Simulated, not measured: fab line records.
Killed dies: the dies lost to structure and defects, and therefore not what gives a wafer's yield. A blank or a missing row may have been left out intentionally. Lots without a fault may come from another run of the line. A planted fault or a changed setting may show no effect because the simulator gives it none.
Matching of chambers -- flow n5Finfet -- 4 sister chambers for N5_DUMMY_REMOVAL_HM_STRIP_01 on rieDiel-01
The step strips SiNx in CH3F/O2, stops on poly-Si, target depth 4 nm, time 6.8 s. 4 wafers are shown with their chamber, then 9 later ones without.

WAFERS WITH THEIR CHAMBER
wafer,chamber,drypumpMotorCurrentA (A)
L078.5,2,6.5
L082.6,1,4.7
L088.4,3,6.2
L088.6,0,5.9

WAFERS WHOSE CHAMBER IS MISSING
wafer,drypumpMotorCurrentA (A)
L092.2,4.7
L092.3,6.2
L092.5,6.5
L093.1,4.7
L093.4,5.9
L093.6,4.7
L094.1,4.7
L094.3,5.8
L094.4,6.2

EACH ONE'S CHAMBER
wafer,from the rows above,in truth
L092.2,1,1
L092.3,3,3
L092.5,2,2
L093.1,1,1
L093.4,0,0
L093.6,1,1
L094.1,1,1
L094.3,0,0
L094.4,3,3
Correctly placed: 9 of 9. Can't be placed from these rows: 0. Placed wrongly: 0.
How it was worked out, from the rows above alone: a wafer's distance from a chamber is the root of the sum, over the readings, of the square of ((its reading less the chamber's mean) divided by the reading's scatter). If the next closest chamber is less than 2 further off than the closest, the wafer can't be placed; otherwise it belongs to the closest. For every chamber, the mean is computed from those of its wafers that are shown. The scatter (one wafer shown for each chamber): square how far every hidden wafer sits from the nearest shown wafer, average those squares and take the square root.
